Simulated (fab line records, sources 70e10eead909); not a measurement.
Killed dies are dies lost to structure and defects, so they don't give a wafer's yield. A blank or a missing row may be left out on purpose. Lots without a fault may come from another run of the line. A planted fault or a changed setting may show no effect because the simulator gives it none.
fab line records | flow nand_harc | part 1 of 2: steps 1 to 24 of 39
record lots=5 wafers=15 last_day=32
route steps=1302 shown A_BONDPAD@1220 HYBRID_BOND@1237 THIN_TSV@1244
lots that met no fault: from a run of the same line without faults
start_h: hours from the record's first day to the start of the lot's first wafer shown | wait_h: hours since the lot's step before | " the same as in the row above | L1.1+2: a row that stands for several wafers | - no value, or no start given | * or withheld: withheld | < > ~ a bound
route shown NAME@n: a module of which the file shows steps, and the number in the route of the first | usual: mean/standard deviation of fault-free wafers | same: alike in all rows | chamber/n: place in a boat | sites: the reading at each site | _std_site: their standard deviation | _edge_site: outer sites' mean less inner sites' | radius_mm: how far each site lies from the wafer's centre | mask NAME#n: copy n | behind: the tool/chamber that last shaped the wafer | hold: why the lot was held/for how many hours/how that ended | device: the transistor (n, p or np) that didn't switch | end of line: the same wafers' tests at the end of the route | a step without rows: its recipe alone | killed: dies lost to structure and defects at the first sort, not the wafer's yield | map: a wafer's dies, x killed, . not, _ none there
set.NAME: the setting as run; set.NAME@STEP: as run at that earlier step | model.NAME: the simulator's own value behind a step, which no gauge read
lots at some steps of the route; a table a step, a row a wafer
services: from which hour (start_h, from the record's first day; less than 0 if before it) a tool's chamber was out of use, for how many hours, and why
## steps
# step NHARC_A_BONDPAD_ETCH_12
# recipe target_depth_a=2200 time_s=110 chf3_flow_sccm=50 o2_flow_sccm=10 ar_flow_sccm=200 rf_w=500 bias_w=200 chemistry=CHF3/O2
# usual drypump_motor_current_A=5.7/0.36 oes_product_au=0.944/0.022 rf_fwd_power_W=496.7/1.7 rf_vpp_V=369.8/2.7 showerhead_plenum_p_Torr=2.37/0.12 throttle_valve_pct=20.572/0.0092
# columns lot.wafer tool chamber start_h wait_h drypump_motor_current_A oes_product_au rf_fwd_power_W rf_hours_counter_h rf_vpp_V showerhead_plenum_p_Torr throttle_valve_pct
L074.4 rie_diel-09 2 - - 5.7 0.928 500.2 6 366.8 2.24 20.582
L074.3 " 3 " " 6.2 0.922 497.3 6 367.7 2.25 20.572
L074.6 " 1 " " 5.7 0.916 494.2 - 366.8 2.23 20.562
L077.2 rie_diel-09 3 - - 6.2 0.933 496.9 8 367.5 2.25 20.585
L077.1 " 2 " " 5.6 0.930 496.9 9 367.3 2.24 20.555
L077.6 " 3 " " 6.2 0.927 496.9 - 367.0 2.25 20.574
L080.1 rie_diel-10 2 - - 5.7 0.964 497.4 0 372.2 2.50 20.564
L080.3 " 1 " " 5.2 0.976 497.7 0 367.9 2.31 20.573
L080.5 " 2 " " 5.7 0.948 497.0 - 372.2 2.51 20.543
L090.3 rie_diel-10 0 - - 5.8 0.945 496.5 2 373.0 2.50 20.588
L090.2 " 3 " " 6.3 0.922 495.5 2 367.9 2.31 20.566
L090.6 " 1 " " 5.2 0.926 500.4 - 368.2 2.31 20.581
L092.3 rie_diel-10 2 - - 5.7 0.911 497.4 3 372.5 2.50 20.560
L092.4 " 3 " " 6.3 0.910 495.0 3 368.8 2.31 20.558
L092.2 " 0 " " 5.7 0.931 496.0 3 373.0 2.50 20.562
# step NHARC_A_BONDPAD_CD_MEAS_13
# usual cd_nm=500.1/2.1
# columns lot.wafer tool chamber start_h wait_h cd_nm
L074.3 cd_sem-03 - 547.74 - 498.6
L074.4 " - " " 498.5
L074.6 " - " " 500.0
L077.1 cd_sem-03 - 560.05 - 497.5
L077.2 " - " " 502.8
L077.6 " - " " 503.1
L080.1 cd_sem-02 - 608.14 - 501.0
L080.3 " - " " 500.1
L080.5 " - " " 498.3
L090.2 cd_sem-01 - 687.09 - 497.6
L090.3 " - " " 498.0
L090.6 " - " " 497.9
L092.2 cd_sem-02 - 725.27 - 497.5
L092.3 " - " " 497.9
L092.4 " - " " 499.0
# step NHARC_A_BONDPAD_STRIP_15
# recipe o2_flow_sccm=500 ar_flow_sccm=0 bias_w=0 chemistry=O2
# usual drypump_motor_current_A=5.7/0.36 oes_product_au=1.001/0.011 rf_vpp_V=57.7/0.88 showerhead_plenum_p_Torr=3.49/0.17 throttle_valve_pct=17.035/0.0077
# columns lot.wafer tool chamber start_h wait_h drypump_motor_current_A oes_product_au rf_hours_counter_h rf_vpp_V showerhead_plenum_p_Torr throttle_valve_pct
L074.4 rie_diel-09 0 547.81 0.1 5.3 1.000 6 56.7 3.71 17.033
L074.3 " 3 " " 6.2 0.990 6 57.5 3.31 17.042
L074.6 " 0 " " 5.3 0.997 - 57.7 3.71 17.037
L077.1 rie_diel-10 0 560.13 0.1 5.8 1.015 4 56.6 3.67 17.024
L077.2 " 1 " " 5.2 0.991 4 56.7 3.40 17.030
L077.6 " 0 " " 5.8 1.026 - 58.9 3.67 17.043
L080.3 rie_diel-10 2 608.24 0.1 5.7 0.998 0 57.6 3.68 17.027
L080.1 " 3 " " 6.3 1.002 0 58.3 3.40 17.018
L080.5 " 1 " " 5.2 1.006 - 58.3 3.40 17.039
L090.2 rie_diel-09 0 687.16 0.1 5.3 0.986 1 57.5 3.70 17.043
L090.3 " 1 " " 5.7 1.000 1 59.1 3.81 17.021
L090.6 " 0 " " 5.3 0.985 - 58.3 3.70 17.018
L092.3 rie_diel-10 2 725.34 0.1 5.7 0.999 3 58.7 3.68 17.030
L092.2 " 0 " " 5.8 1.029 3 57.6 3.67 17.042
L092.4 " 1 " " 5.2 1.011 3 58.0 3.40 17.031
# step NHARC_A_BONDPAD_ETCH_24
# recipe target_depth_a=300 over_etch_frac=0.3 time_s=72.99 ion_energy_ev=150 cf4_flow_sccm=50 n2_flow_sccm=100 ar_flow_sccm=150 rf_w=300 bias_w=100 chemistry=CF4/N2
# usual drypump_motor_current_A=5.7/0.36 oes_product_au=0.998/0.011 rf_fwd_power_W=297.2/1.1 rf_vpp_V=313.7/2.2 showerhead_plenum_p_Torr=2.60/0.13 throttle_valve_pct=19.794/0.0087
# columns lot.wafer tool chamber start_h wait_h drypump_motor_current_A oes_product_au rf_fwd_power_W rf_hours_counter_h rf_vpp_V showerhead_plenum_p_Torr throttle_valve_pct
L074.4 rie_diel-09 0 - - 5.3 0.998 299.4 6 315.2 2.77 19.796
L074.3 " 1 " " 5.7 0.990 296.4 7 312.0 2.44 19.790
L074.6 " 2 " " 5.6 1.004 296.7 - 310.7 2.45 19.799
L077.2 rie_diel-10 1 - - 5.2 0.993 297.2 4 310.7 2.53 19.814
L077.1 " 3 " " 6.3 1.002 296.7 4 314.1 2.53 19.795
L077.6 " 0 " " 5.8 1.015 296.0 - 315.3 2.73 19.819
L080.1 rie_diel-10 0 - - 5.8 1.010 296.5 0 317.1 2.73 19.786
L080.3 " 1 " " 5.3 1.000 297.5 0 312.6 2.53 19.799
L080.5 " 2 " " 5.7 0.989 297.4 - 315.9 2.74 19.795
L090.2 rie_diel-09 3 - - 6.2 0.984 295.8 1 310.4 2.46 19.798
L090.3 " 0 " " 5.3 0.990 298.2 1 317.2 2.76 19.790
L090.6 " 3 " " 6.2 0.986 296.2 - 310.3 2.46 19.803
L092.2 rie_diel-10 0 - - 5.8 0.997 296.8 3 315.5 2.73 19.798
L092.4 " 2 " " 5.7 0.984 296.0 3 315.5 2.74 19.788
L092.3 " 3 " " 6.3 0.974 296.9 4 311.4 2.53 19.797
# step NHARC_A_BONDPAD_STRIP_16
# recipe time_s=600 temp_c=30 chemistry=post_etch_residue_remover
# columns lot.wafer tool chamber start_h wait_h
L074.3+4+6 wet_bench-08 6,0,2 548.10 -
L077.2+6+1 wet_bench-10 6,0,1 560.42 -
L080.1+3+5 wet_bench-10 4,7,1 608.49 -
L090.6+2+3 wet_bench-10 5,7,0 687.45 -
L092.3+4+2 wet_bench-08 1,2,6 725.62 -
# step NHARC_A_BONDPAD_DEGAS_25
# recipe temp_c=300 time_s=60
# usual heater_power_w=464/44 susceptor_temp_C=300.01/0.2
# columns lot.wafer tool chamber start_h wait_h heater_power_w susceptor_temp_C
L074.4 pvd_sputter-02 - 548.36 - 470 299.93
L074.3 " - " " 498 299.80
L074.6 " - " " 462 300.07
L077.2 pvd_sputter-03 - 560.68 - 515 300.05
L077.1 " - " " 425 300.04
L077.6 " - " " 443 300.28
L080.1 pvd_sputter-02 - 608.76 - 465 299.97
L080.3 " - " " 392 299.92
L080.5 " - " " 449 299.92
L090.2 pvd_sputter-01 - 687.71 - 414 300.18
L090.3 " - " " 483 299.86
L090.6 " - " " 477 300.10
L092.2 pvd_sputter-03 - 725.89 - 436 300.01
L092.4 " - " " 502 300.01
L092.3 " - " " 442 299.99
# step NHARC_A_BONDPAD_PRE_CLEAN_26
# recipe time_s=30 temp_c=280 gas=H2/He
# usual heater_power_w=404/41 susceptor_temp_C=280.01/0.2
# columns lot.wafer tool chamber start_h wait_h heater_power_w susceptor_temp_C
L074.3 pvd_sputter-02 - - - 352 279.84
L074.4 " - " " 409 280.05
L074.6 " - " " 346 280.30
L077.2 pvd_sputter-03 - - - 379 280.09
L077.1 " - " " 403 280.04
L077.6 " - " " 437 280.42
L080.1 pvd_sputter-02 - - - 351 279.95
L080.3 " - " " 386 280.01
L080.5 " - " " 360 280.03
L090.2 pvd_sputter-01 - - - 363 280.46
L090.3 " - " " 429 280.13
L090.6 " - " " 364 280.27
L092.4 pvd_sputter-03 - - - 441 280.22
L092.2 " - " " 389 279.81
L092.3 " - " " 519 280.04
# step NHARC_A_BONDPAD_PVD_17
# recipe target_thk_a=50 bias_v=168.6 power_w=15000 chamber_pressure_pa=0.12 time_s=8.06 substrate_temp_c=50 material=TaN
# usual throttle_valve_pct=30.0/1.1
# columns lot.wafer tool chamber start_h wait_h throttle_valve_pct
L074.3 pvd_sputter-02 - - - 30.2
L074.4 " - " " 29.4
L074.6 " - " " 29.9
L077.2 pvd_sputter-03 - - - 29.0
L077.1 " - " " 31.9
L077.6 " - " " 28.2
L080.1 pvd_sputter-02 - - - 29.6
L080.3 " - " " 29.8
L080.5 " - " " 31.6
L090.2 pvd_sputter-01 - - - 30.2
L090.3 " - " " 30.6
L090.6 " - " " 30.7
L092.4 pvd_sputter-03 - - - 31.8
L092.3 " - " " 28.5
L092.2 " - " " 28.7
# step NHARC_A_BONDPAD_PVD_27
# recipe target_thk_a=300 chamber_pressure_pa=5 power_w=5000 substrate_temp_c=30 time_s=20.49 material=Cu
# usual throttle_valve_pct=30.0/1.1
# columns lot.wafer tool chamber start_h wait_h throttle_valve_pct
L074.4 pvd_sputter-02 - - - 29.9
L074.3 " - " " 31.6
L074.6 " - " " 29.2
L077.2 pvd_sputter-03 - - - 28.1
L077.1 " - " " 27.7
L077.6 " - " " 27.7
L080.1 pvd_sputter-02 - - - 31.5
L080.3 " - " " 29.7
L080.5 " - " " 31.6
L090.2 pvd_sputter-01 - - - 30.8
L090.3 " - " " 30.4
L090.6 " - " " 30.9
L092.4 pvd_sputter-03 - - - 28.4
L092.3 " - " " 31.9
L092.2 " - " " 28.7
# step NHARC_A_BONDPAD_ECD_18
# recipe target_thk_a=4000 bath_temp_c=25 material=Cu
# usual bath_temp_c=24.99/0.1
# columns lot.wafer tool chamber start_h wait_h bath_temp_c
L074.4 ecd_cu-02 1 548.82 - 25.04
L074.3 " 0 " " 24.98
L074.6 " 0 " " 25.05
L077.2 ecd_cu-01 0 561.06 - 25.08
L077.1 " 1 " " 24.99
L077.6 " 0 " " 24.95
L080.1 ecd_cu-02 1 609.13 - 25.04
L080.3 " 0 " " 25.06
L080.5 " 1 " " 25.13
L090.2 ecd_cu-02 1 688.14 - 24.84
L090.3 " 0 " " 24.92
L090.6 " 1 " " 24.83
L092.2 ecd_cu-02 1 726.32 - 24.90
L092.3 " 0 " " 24.92
L092.4 " 1 " " 24.93
# step NHARC_A_BONDPAD_ANNEAL_28
# recipe temp_c=225 time_s=90
# usual wafer_temp_C_max=226.8/0.34
# columns lot.wafer tool chamber start_h wait_h wafer_temp_C_max
L074.3 rtp_anneal-02 0 549.20 0.3 227.3
L074.4 " 0 " " 227.3
L074.6 " 0 " " 226.7
L077.1 rtp_anneal-01 0 561.47 0.3 226.9
L077.2 " 0 " " 226.6
L077.6 " 0 " " 227.0
L080.1 rtp_anneal-02 0 609.50 - 227.1
L080.3 " 0 " " 227.2
L080.5 " 0 " " 226.8
L090.2 rtp_anneal-01 0 688.56 - 227.1
L090.3 " 0 " " 226.7
L090.6 " 0 " " 227.0
L092.2 rtp_anneal-02 0 726.78 0.4 226.2
L092.3 " 0 " " 227.1
L092.4 " 0 " " 227.0
# step NHARC_A_BONDPAD_CMP_19
# recipe t_overpolish_s=30 cu_recess_touch_s=16 target_thk_nm=169.82
# usual motor_current_A=12.5/1.1 overpolish_run_s=30.001/0.0094
# columns lot.wafer tool chamber start_h wait_h motor_current_A overpolish_run_s
L074.3 cmp-04 2 549.49 - 13.9 29.984
L074.4 " 3 " " 12.2 29.989
L074.6 " 1 " " 12.4 29.995
L077.2 cmp-02 0 561.85 - 11.7 30.007
L077.1 " 1 " " 12.6 30.012
L077.6 " 3 " " 10.7 30.001
L080.1 cmp-02 2 609.85 - 12.8 30.001
L080.3 " 1 " " 12.9 29.994
L080.5 " 3 " " 11.4 30.012
L090.2 cmp-04 2 688.88 - 13.9 30.008
L090.3 " 3 " " 12.3 30.008
L090.6 " 2 " " 13.9 30.007
L092.4 cmp-04 3 727.13 - 12.4 30.006
L092.3 " 0 " " 11.0 29.995
L092.2 " 1 " " 12.2 30.005
# step NHARC_A_BONDPAD_THK_MEAS_20
# recipe thk_meas_gauge=xrf
# usual thk_nm=169.6/1.6
# columns lot.wafer tool chamber start_h wait_h thk_nm
L074.3 film_metro-02 - 549.76 - 169.9
L074.4 " - " " 171.3
L074.6 " - " " 171.0
L077.1 film_metro-01 - 562.14 - 168.6
L077.2 " - " " 168.8
L077.6 " - " " 169.0
L080.1 film_metro-02 - 610.17 - 170.7
L080.3 " - " " 170.8
L080.5 " - " " 168.3
L090.2 film_metro-02 - 689.17 - 172.6
L090.3 " - " " 171.2
L090.6 " - " " 167.8
L092.2 film_metro-02 - 727.42 - 171.1
L092.3 " - " " 168.1
L092.4 " - " " 170.4
# step NHARC_A_BONDPAD_SRD_21
# recipe time_s=30 temp_c=23 dry_time_s=20 spin_rpm=1500
# columns lot.wafer tool chamber start_h wait_h
L074.6+3+4 wet_bench-10 2,4,5 549.80 0.0
L077.2+6+1 wet_bench-10 7,1,2 562.19 0.0
L080.5+3+1 wet_bench-08 7,1,2 610.22 0.0
L090.2+3+6 wet_bench-10 3,5,0 689.21 0.0
L092.3+4+2 wet_bench-08 5,7,0 727.47 0.0
# step NHARC_A_BONDPAD_INSPECT_23
# usual raw_defect_count=547/120
# columns lot.wafer tool chamber start_h wait_h raw_defect_count
L074.3 defect_inspect-02 - 549.98 0.0 647
L074.4 " - " " 674
L074.6 " - " " 431
L077.1 defect_inspect-01 - 562.34 0.0 556
L077.2 " - " " 371
L077.6 " - " " 440
L080.1 defect_inspect-02 - 610.39 0.0 355
L080.3 " - " " 481
L080.5 " - " " 414
L090.2 defect_inspect-01 - 689.37 0.0 793
L090.3 " - " " 433
L090.6 " - " " 628
L092.2 defect_inspect-01 - 727.63 0.0 377
L092.3 " - " " 487
L092.4 " - " " 580
# step NHARC_HYBRID_BOND_ACTIVATE_00
# recipe time_s=60 n2_flow_sccm=200 ar_flow_sccm=0 bias_power_w=0 chemistry=N2
# usual drypump_motor_current_A=5.8/0.47 oes_product_au=0.996/0.01 rf_vpp_V=64.1/0.9 showerhead_plenum_p_Torr=1.75/0.079
# columns lot.wafer tool chamber start_h wait_h drypump_motor_current_A oes_product_au rf_hours_counter_h rf_vpp_V showerhead_plenum_p_Torr
L074.4 rie_diel-05 3 550.05 0.1 6.3 0.988 11 63.9 1.63
L074.3 " 1 " " 6.3 1.005 13 65.1 1.78
L074.6 " 3 " " 6.3 0.995 - 62.7 1.63
L077.2 rie_diel-04 0 562.43 0.1 6.5 0.988 7 64.0 1.76
L077.1 " 1 " " 5.8 1.020 6 65.2 1.74
L077.6 " 2 " " 6.7 0.997 - 63.0 1.66
L080.3 rie_diel-05 0 610.46 0.1 5.3 0.989 0 64.4 1.82
L080.1 " 1 " " 6.3 0.977 0 64.4 1.78
L080.5 " 1 " " 6.3 0.975 - 65.9 1.77
L090.3 rie_diel-05 2 689.46 0.1 5.8 0.995 7 65.3 1.84
L090.2 " 3 " " 6.3 0.996 6 62.2 1.63
L090.6 " 0 " " 5.3 0.998 - 65.4 1.81
L092.4 rie_diel-05 2 727.69 0.1 5.8 0.993 9 64.8 1.84
L092.2 " 0 " " 5.3 0.984 9 64.7 1.81
L092.3 " 1 " " 6.2 0.990 10 64.6 1.77
# step NHARC_HYBRID_BOND_PRECLEAN_01
# recipe time_s=300 temp_c=23 chemistry=DIW
# columns lot.wafer tool chamber start_h wait_h
L074.4+6+3 wet_bench-08 5,7,1 550.21 0.1
L077.2+1+6 wet_bench-10 1,3,6 562.56 0.1
L080.5+1+3 wet_bench-10 3,5,6 610.61 0.1
L090.3+2+6 wet_bench-10 7,1,2 689.63 0.2
L092.2+4+3 wet_bench-10 5,7,0 727.90 0.2
# step NHARC_HYBRID_BOND_SRD_02
# recipe time_s=30 temp_c=23 dry_time_s=20 spin_rpm=1500
# columns lot.wafer tool chamber start_h wait_h
L074.4+6+3 wet_bench-08 5,7,1 - -
L077.2+1+6 wet_bench-10 1,3,6 - -
L080.5+1+3 wet_bench-10 3,5,6 - -
L090.3+2+6 wet_bench-10 7,1,2 - -
L092.2+4+3 wet_bench-10 5,7,0 - -
# step NHARC_HYBRID_BOND_BOND_03
# recipe temp_c=25
# columns lot.wafer tool chamber start_h wait_h
L074.3+4+6 wafer_bonder-01 0 550.75 -
L077.1+2+6 wafer_bonder-01 0 562.81 -
L080.1+3+5 wafer_bonder-01 0 610.87 -
L090.2+3+6 wafer_bonder-01 0 690.00 -
L092.2+3+4 wafer_bonder-01 0 728.54 -
# step NHARC_HYBRID_BOND_ANNEAL_04
# recipe temp_c=300 time_s=7200 ramp_up_c_per_min=5 ramp_down_c_per_min=3 idle_temp_c=100 pressure_atm=1
# usual spike_tc_bottom_C=326.5/1.6
# columns lot.wafer tool chamber start_h wait_h spike_tc_bottom_C
L074.3 furnace-02 0 554.86 4.0 324.6
L074.4 " 0 " " 324.3
L074.6 " 0 " " 323.1
L077.1 furnace-06 0 568.19 5.2 326.0
L077.2 " 0 " " 328.4
L077.6 " 0 " " 327.1
L080.1 furnace-06 0 618.07 7.0 326.5
L080.3 " 0 " " 326.1
L080.5 " 0 " " 327.7
L090.2 furnace-04 0 692.22 2.1 327.6
L090.3 " 0 " " 327.5
L090.6 " 0 " " 327.4
L092.2 furnace-06 0 733.13 4.4 326.2
L092.3 " 0 " " 326.5
L092.4 " 0 " " 326.9
# step NHARC_HYBRID_BOND_OVL_MEAS_05
# usual overlay_x_nm=1/36 overlay_y_nm=1/29
# columns lot.wafer tool chamber start_h wait_h overlay_x_nm overlay_y_nm
L074.3 overlay-02 - 559.59 0.4 -6 -33
L074.4 " - " " 9 11
L074.6 " - " " -16 5
L077.1 overlay-01 - 572.86 0.4 11 18
L077.2 " - " " -40 -12
L077.6 " - " " -2 9
L080.1 overlay-02 - 622.76 0.4 7 -15
L080.3 " - " " 76 -9
L080.5 " - " " 4 33
L090.2 overlay-01 - 696.97 0.4 -19 50
L090.3 " - " " 14 13
L090.6 " - " " -19 -5
L092.2 overlay-01 - 737.87 0.4 -5 17
L092.3 " - " " -46 -4
L092.4 " - " " 11 25
# step NHARC_HYBRID_BOND_INSPECT_06
# recipe inspect_instrument=ir_void
# usual raw_defect_count=91/42
# columns lot.wafer tool chamber start_h wait_h raw_defect_count
L074.3 defect_inspect-01 - 559.64 0.1 99
L074.4 " - " " 103
L074.6 " - " " 95
L077.1 defect_inspect-01 - 572.91 0.0 80
L077.2 " - " " 67
L077.6 " - " " 62
L080.1 defect_inspect-02 - 622.81 0.0 34
L080.3 " - " " 29
L080.5 " - " " 42
L090.2 defect_inspect-02 - 697.02 0.1 102
L090.3 " - " " 94
L090.6 " - " " 103
L092.2 defect_inspect-02 - 737.92 0.1 99
L092.3 " - " " 112
L092.4 " - " " 99
# step NHARC_THIN_TSV_GRIND_00
# recipe target_thk_um=6
# usual motor_current_A=12.000/0.02
# columns lot.wafer tool chamber start_h wait_h motor_current_A
L074.3 grinder-01 0 561.39 1.7 12.005
L074.4 " 0 " " 11.964
L074.6 " 0 " " 11.994
L077.1 grinder-01 0 573.06 0.1 11.999
L077.2 " 0 " " 11.948
L077.6 " 0 " " 12.012
L080.1 grinder-01 0 622.96 0.1 11.997
L080.3 " 0 " " 11.999
L080.5 " 0 " " 12.014
L090.2 grinder-01 0 701.45 4.4 12.029
L090.3 " 0 " " 12.044
L090.6 " 0 " " 12.025
L092.2 grinder-01 0 744.36 6.4 12.011
L092.3 " 0 " " 12.000
L092.4 " 0 " " 11.973
# step NHARC_THIN_TSV_CMP_01
# recipe target_thk_um=3
# usual motor_current_A=12.5/0.97
# columns lot.wafer tool chamber start_h wait_h motor_current_A
L074.4 cmp-03 3 562.22 0.4 10.8
L074.3 " 0 " " 13.8
L074.6 " 3 " " 11.1
L077.1 cmp-02 3 574.27 1.0 11.9
L077.2 " 2 " " 12.4
L077.6 " 0 " " 13.0
L080.3 cmp-03 1 624.25 0.7 11.8
L080.1 " 2 " " 12.4
L080.5 " 3 " " 11.0
L090.2 cmp-01 1 702.52 0.9 12.7
L090.3 " 2 " " 13.4
L090.6 " 0 " " 11.0
L092.4 cmp-01 1 745.37 0.4 12.7
L092.3 " 3 " " 13.6
L092.2 " 0 " " 11.7
